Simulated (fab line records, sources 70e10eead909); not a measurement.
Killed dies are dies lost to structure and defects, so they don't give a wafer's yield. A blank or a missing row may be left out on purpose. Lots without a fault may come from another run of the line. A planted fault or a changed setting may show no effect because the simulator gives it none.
fab line records | flow nand_harc
record lots=14 wafers=42 last_day=33
route steps=1302 shown A_STAIRCASE@743
lots that met no fault: from a run of the same line without faults
start_h: hours from the record's first day to the start of the lot's first wafer shown | wait_h: hours since the lot's step before | " the same as in the row above | L1.1+2: a row that stands for several wafers | - no value, or no start given | * or withheld: withheld | < > ~ a bound
route shown NAME@n: a module of which the file shows steps, and the number in the route of the first | usual: mean/standard deviation of fault-free wafers | same: alike in all rows | chamber/n: place in a boat | sites: the reading at each site | _std_site: their standard deviation | _edge_site: outer sites' mean less inner sites' | radius_mm: how far each site lies from the wafer's centre | mask NAME#n: copy n | behind: the tool/chamber that last shaped the wafer | hold: why the lot was held/for how many hours/how that ended | device: the transistor (n, p or np) that didn't switch | end of line: the same wafers' tests at the end of the route | a step without rows: its recipe alone | killed: dies lost to structure and defects at the first sort, not the wafer's yield | map: a wafer's dies, x killed, . not, _ none there
set.NAME: the setting as run; set.NAME@STEP: as run at that earlier step | model.NAME: the simulator's own value behind a step, which no gauge read
steps of the route over a sample of lots; a table a step, a row a wafer
services: from which hour (start_h, from the record's first day; less than 0 if before it) a tool's chamber was out of use, for how many hours, and why
## steps
# step NHARC_A_STAIRCASE_TRIM_229
# recipe time_s=211.2 o2_flow_sccm=500 ar_flow_sccm=0 bias_w=0 chemistry=O2
# usual drypump_motor_current_A=5.8/0.45 oes_product_au=1.001/0.012 rf_vpp_V=57.9/0.81 showerhead_plenum_p_Torr=3.58/0.13 throttle_valve_pct=17.036/0.0094
# columns lot.wafer tool chamber start_h wait_h drypump_motor_current_A oes_product_au rf_hours_counter_h rf_vpp_V showerhead_plenum_p_Torr throttle_valve_pct
L494.1 rie_diel-09 2 370.95 0.1 6.2 1.020 12 57.0 3.59 17.033
L494.5 " 1 " " 5.9 0.994 - 58.3 3.65 17.038
L494.4 " 3 " " 6.4 1.000 - 58.3 3.78 17.026
L495.1 rie_diel-05 3 396.27 0.1 5.2 0.988 55 58.4 3.78 17.034
L495.3 " 1 " " 5.8 1.014 57 59.4 3.74 17.024
L495.5 " 2 " " 5.9 1.019 - 57.8 3.60 17.029
L497.4 rie_diel-01 2 398.41 0.1 6.4 0.982 2 56.1 3.35 17.048
L497.6 " 3 " " 5.8 0.997 - 58.6 3.56 17.029
L497.5 " 0 " " 6.0 1.013 - 57.9 3.35 17.044
L496.3 rie_diel-01 1 400.68 0.1 5.2 1.001 2 56.7 3.47 17.034
L496.1 " 2 " " 6.4 0.989 2 57.9 3.35 17.026
L496.6 " 0 " " 6.0 1.019 - 57.5 3.35 17.033
L498.1 rie_diel-09 1 417.92 0.1 5.9 0.989 31 57.9 3.64 17.027
L498.3 " 2 " " 6.3 1.019 34 57.1 3.58 17.034
L498.5 " 3 " " 6.4 0.996 - 58.7 3.76 17.037
L499.4 rie_diel-01 2 424.25 0.2 6.4 0.979 - 58.9 3.34 17.018
L499.3 " 1 " " 5.3 1.004 - 57.6 3.46 17.022
L499.5 " 1 " " 5.3 0.994 - 57.4 3.46 17.048
L500.3 rie_diel-05 2 428.92 0.1 5.9 0.999 8 58.1 3.59 17.037
L500.2 " 3 " " 5.2 1.009 8 57.9 3.77 17.031
L500.5 " 1 " " 5.8 1.000 - 57.2 3.74 17.027
L502.2 rie_diel-09 0 439.56 0.1 5.7 0.984 25 57.6 3.62 17.032
L502.3 " 3 " " 6.4 1.013 43 59.0 3.76 17.047
L502.5 " 0 " " 5.7 0.986 - 58.2 3.62 17.029
L501.2 rie_diel-09 3 444.82 0.1 6.4 1.012 46 58.4 3.76 17.023
L501.6 " 2 " " 6.2 1.009 - 58.3 3.57 17.036
L501.5 " 3 " " 6.4 1.013 - 57.1 3.76 17.048
L510.3 rie_diel-09 0 520.33 0.1 5.7 1.019 8 59.2 3.61 17.039
L510.1 " 2 " " 6.1 0.995 5 58.6 3.56 17.049
L510.5 " 3 " " 6.4 0.990 - 57.6 3.74 17.026
L507.3 rie_diel-05 2 520.51 0.1 5.9 1.004 38 58.3 3.58 17.030
L507.2 " 3 " " 5.2 1.004 35 58.5 3.75 17.022
L507.1 " 0 " " 5.0 1.009 38 57.3 3.56 17.014
L511.2 rie_diel-01 3 542.74 0.1 5.8 0.994 34 57.8 3.55 17.033
L511.1 " 0 " " 6.0 1.006 49 58.9 3.33 17.028
L511.5 " 2 " " 6.4 0.984 - 56.8 3.32 17.036
L515.4 rie_diel-01 3 571.96 0.1 5.8 1.021 1 57.9 3.54 17.039
L515.1 " 0 " " 6.0 1.000 2 56.4 3.32 17.028
L515.5 " 3 " " 5.8 1.011 - 59.5 3.54 17.036
L516.2 rie_diel-05 0 595.50 0.1 5.0 0.996 1 56.8 3.55 17.046
L516.1 " 1 " " 5.8 0.998 1 56.9 3.70 17.043
L516.3 " 2 " " 5.9 1.008 1 59.6 3.56 17.032
# step NHARC_A_STAIRCASE_TRIM_231
# recipe time_s=211.2 o2_flow_sccm=500 ar_flow_sccm=0 bias_w=0 chemistry=O2
# usual drypump_motor_current_A=5.8/0.46 oes_product_au=1.003/0.01 rf_vpp_V=57.9/0.84 showerhead_plenum_p_Torr=3.58/0.13 throttle_valve_pct=17.035/0.0093
# columns lot.wafer tool chamber start_h wait_h drypump_motor_current_A oes_product_au rf_hours_counter_h rf_vpp_V showerhead_plenum_p_Torr throttle_valve_pct
L494.1 rie_diel-09 3 - - 6.4 1.016 12 58.2 3.78 17.036
L494.5 " 2 " " 6.2 1.016 - 57.8 3.59 17.044
L494.4 " 3 " " 6.4 1.002 - 58.2 3.78 17.028
L495.1 rie_diel-05 3 - - 5.2 0.985 55 58.6 3.78 17.042
L495.3 " 0 " " 5.0 1.008 55 58.1 3.58 17.045
L495.5 " 0 " " 5.0 1.000 - 58.3 3.58 17.027
L497.4 rie_diel-01 1 - - 5.3 0.994 2 57.3 3.47 17.031
L497.6 " 0 " " 6.0 1.019 - 56.4 3.35 17.051
L497.5 " 1 " " 5.3 0.991 - 58.2 3.47 17.033
L496.1 rie_diel-01 1 - - 5.2 0.990 2 58.6 3.47 17.046
L496.3 " 0 " " 6.0 1.016 2 56.7 3.35 17.037
L496.6 " 1 " " 5.3 0.986 - 57.5 3.47 17.018
L498.1 rie_diel-09 0 - - 5.8 0.991 15 56.6 3.63 17.045
L498.3 " 2 " " 6.2 1.016 34 58.2 3.58 17.037
L498.5 " 3 " " 6.4 1.001 - 57.3 3.76 17.040
L499.3 rie_diel-01 1 424.77 0.2 5.2 0.990 - 59.0 3.46 17.031
L499.4 " 1 " " 5.3 1.004 - 58.1 3.46 17.033
L499.5 " 1 " " 5.3 1.003 - 57.8 3.46 17.033
L500.2 rie_diel-05 0 - - 5.0 1.020 6 57.4 3.58 17.033
L500.3 " 1 " " 5.8 1.007 6 57.6 3.74 17.040
L500.5 " 0 " " 5.0 1.013 - 58.6 3.58 17.049
L502.2 rie_diel-09 3 - - 6.4 1.013 44 59.1 3.76 17.038
L502.3 " 0 " " 5.8 0.990 25 58.2 3.62 17.044
L502.5 " 2 " " 6.2 1.011 - 57.0 3.57 17.041
L501.2 rie_diel-09 3 - - 6.4 1.019 46 57.7 3.76 17.032
L501.6 " 3 " " 6.4 1.009 - 57.9 3.76 17.032
L501.5 " 2 " " 6.2 1.020 - 57.3 3.57 17.034
L510.1 rie_diel-09 3 - - 6.4 1.008 8 56.5 3.74 17.049
L510.3 " 1 " " 5.9 1.004 5 58.5 3.62 17.041
L510.5 " 3 " " 6.4 1.006 - 56.4 3.74 17.046
L507.2 rie_diel-05 0 - - 5.0 1.007 38 57.8 3.56 17.025
L507.3 " 1 " " 5.8 0.996 40 58.0 3.72 17.019
L507.1 " 3 " " 5.2 1.003 36 58.4 3.75 17.038
L511.1 rie_diel-01 0 - - 5.9 1.013 49 57.9 3.33 17.034
L511.2 " 3 " " 5.7 0.996 34 57.7 3.55 17.031
L511.5 " 0 " " 6.0 1.008 - 58.6 3.33 17.052
L515.4 rie_diel-01 2 - - 6.4 0.988 1 57.2 3.32 17.041
L515.1 " 0 " " 6.0 0.995 2 58.9 3.32 17.052
L515.5 " 2 " " 6.4 0.996 - 56.8 3.32 17.023
L516.2 rie_diel-05 0 - - 5.0 1.005 1 59.4 3.55 17.030
L516.3 " 1 " " 5.8 1.005 1 59.5 3.70 17.030
L516.1 " 3 " " 5.2 1.002 1 58.6 3.74 17.017
# step NHARC_A_STAIRCASE_ETCH_234
# recipe target_depth_a=1000 time_s=40.5 ion_energy_ev=400 c4f8_flow_sccm=20 o2_flow_sccm=10 ar_flow_sccm=withheld rf_w=600 bias_w=1000 chemistry=C4F8/O2
# usual oes_product_au=0.947/0.014 rf_vpp_V=898/4.8
# columns lot.wafer tool chamber start_h wait_h oes_product_au rf_hours_counter_h rf_vpp_V
L494.1 rie_diel-09 2 - - 0.946 12 898
L494.4 " 1 " " 0.918 - 902
L494.5 " 2 " " 0.943 - 898
L495.3 rie_diel-05 3 - - 0.926 55 906
L495.1 " 1 " " 0.935 58 904
L495.5 " 0 " " 0.943 - 898
L497.4 rie_diel-01 2 - - 0.944 2 889
L497.6 " 0 " " 0.963 - 890
L497.5 " 1 " " 0.954 - 894
L496.3 rie_diel-01 2 - - 0.935 2 891
L496.1 " 0 " " 0.945 2 889
L496.6 " 2 " " 0.935 - 889
L498.1 rie_diel-09 2 - - 0.978 34 897
L498.3 " 0 " " 0.947 16 900
L498.5 " 2 " " 0.976 - 899
L499.3 rie_diel-01 1 425.82 0.4 0.921 - 893
L499.4 " 1 " " 0.930 - 893
L499.5 " 1 " " 0.916 - 893
L500.2 rie_diel-05 3 - - 0.941 8 905
L500.3 " 2 " " 0.962 8 898
L500.5 " 3 " " 0.938 - 905
L502.3 rie_diel-09 3 - - 0.942 44 905
L502.2 " 0 " " 0.924 25 899
L502.5 " 3 " " 0.942 - 904
L501.2 rie_diel-09 3 - - 0.959 46 905
L501.5 " 3 " " 0.961 - 904
L501.6 " 2 " " 0.966 - 898
L510.3 rie_diel-09 1 - - 0.960 5 899
L510.1 " 3 " " 0.941 8 904
L510.5 " 1 " " 0.960 - 901
L507.1 rie_diel-05 0 - - 0.961 38 899
L507.3 " 1 " " 0.950 40 904
L507.2 " 2 " " 0.943 38 897
L511.1 rie_diel-01 1 - - 0.924 56 893
L511.2 " 2 " " 0.942 47 889
L511.5 " 1 " " 0.928 - 892
L515.4 rie_diel-01 2 - - 0.926 1 888
L515.1 " 3 " " 0.940 1 896
L515.5 " 0 " " 0.939 - 888
L516.3 rie_diel-05 0 - - 0.954 1 896
L516.2 " 1 " " 0.946 1 903
L516.1 " 3 " " 0.950 1 903
# step NHARC_A_STAIRCASE_DEVELOP_249
# recipe time_s=140
# usual chill_plate_temp_C=23.02/0.11 exhaust_pa=45.0/0.79
# columns lot.wafer tool chamber start_h wait_h chill_plate_temp_C exhaust_pa
L494.1 litho_track-02 0 373 - 23.14 45.4
L494.4 " 0 " " 23.17 44.5
L494.5 " 0 " " 23.22 44.6
L495.1 litho_track-02 0 398 - 23.11 44.1
L495.3 " 0 " " 23.11 44.5
L495.5 " 0 " " 23.13 44.5
L497.4 litho_track-03 0 400 - 22.94 45.1
L497.5 " 0 " " 23.14 44.4
L497.6 " 0 " " 23.01 44.8
L496.1 litho_track-03 0 402 - 23.25 44.1
L496.3 " 0 " " 23.18 44.8
L496.6 " 0 " " 23.10 45.7
L498.1 litho_track-02 0 420 - 22.90 45.9
L498.3 " 0 " " 22.91 43.9
L498.5 " 0 " " 22.95 45.2
L499.3 litho_track-03 0 428 - 22.94 44.8
L499.4 " 0 " " 23.14 44.7
L499.5 " 0 " " 22.98 45.6
L500.2 litho_track-02 0 431 - 22.80 45.4
L500.3 " 0 " " 22.88 44.0
L500.5 " 0 " " 22.97 43.7
L502.2 litho_track-07 0 441 - 23.06 45.7
L502.3 " 0 " " 22.84 46.0
L502.5 " 0 " " 22.85 45.2
L501.2 litho_track-07 0 447 - 23.00 44.4
L501.5 " 0 " " 23.04 45.7
L501.6 " 0 " " 23.08 44.8
L510.1 litho_track-02 - 522 - - -
L510.3 " - " " - -
L510.5 " - " " - -
L507.1 litho_track-03 - 522 - - -
L507.2 " - " " - -
L507.3 " - " " - -
L511.1 litho_track-02 0 544 - 23.10 43.5
L511.2 " 0 " " 23.22 45.2
L511.5 " 0 " " 23.12 45.1
L515.1 litho_track-07 0 574 - 23.06 44.5
L515.4 " 0 " " 22.99 43.6
L515.5 " 0 " " 22.80 44.5
L516.1 litho_track-07 0 597 - 22.87 45.1
L516.2 " 0 " " 23.07 44.2
L516.3 " 0 " " 23.00 44.7
## services
# columns tool chamber start_h hours kind
rie_diel-09 0 353.97 - clean
rie_diel-09 1 353.97 - clean
rie_diel-09 2 353.97 - clean
rie_diel-09 3 353.97 - clean
rie_diel-09 0 358.70 36.5 repair
rie_diel-01 0 362.16 - clean
rie_diel-01 1 362.16 - clean
rie_diel-01 2 362.16 - clean
rie_diel-01 - 381.24 9.0 pm
rie_diel-09 1 386.84 5.0 repair
litho_track-02 - 402.00 7.0 pm
rie_diel-05 - 406.62 9.0 pm
rie_diel-01 0 407.74 18.9 repair
litho_track-07 - 426.00 7.0 pm
rie_diel-09 1 449.41 13.0 repair
litho_track-03 - 450.01 7.0 pm
rie_diel-01 3 455.97 1.4 repair
rie_diel-09 - 463.31 1.1 repair
rie_diel-01 2 476.04 5.3 repair
rie_diel-05 3 491.62 1.4 repair
rie_diel-09 - 497.46 9.0 pm
rie_diel-01 - 558.24 9.0 pm
litho_track-02 - 577.00 7.0 pm
rie_diel-05 - 583.85 9.0 pm
## key
first_sign step=NHARC_A_STAIRCASE_DEVELOP_249 reading=tool_record direction=missing
effect none on later readings
met_at NHARC_A_STAIRCASE_DEVELOP_249
struck_lots L507,L510
later_rows_left_out L507.1,L507.2,L507.3,L510.1,L510.3,L510.5
sort_left_out L507.1,L507.2,L507.3,L510.1,L510.3,L510.5
tester_left_out L507,L510
not_acting_at NHARC_A_STAIRCASE_TRIM_229,NHARC_A_STAIRCASE_TRIM_231,NHARC_A_STAIRCASE_ETCH_234
onset_between 431 522
fault kind=skipped_step_whole tool=litho_track-02,litho_track-03 chamber=- onset_h=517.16 steps=NHARC_A_STAIRCASE_DEVELOP_249 scope=struck_lots_only
# tester_left_out: of these lots the tester's yield and bins aren't shown, on N5 and GAA mostly nor the transistor test; their killed dies are dies lost to structure and defects alone, not to doping, threshold or leakage, so they don't give the yield
# sort_left_out: the simulated sort isn't trusted on such a fault, so these wafers' sort isn't shown, and their yield isn't known
# later_rows_left_out: the simulator's readings of these wafers behind a module that went badly wrong aren't trusted and aren't shown, but for the sort
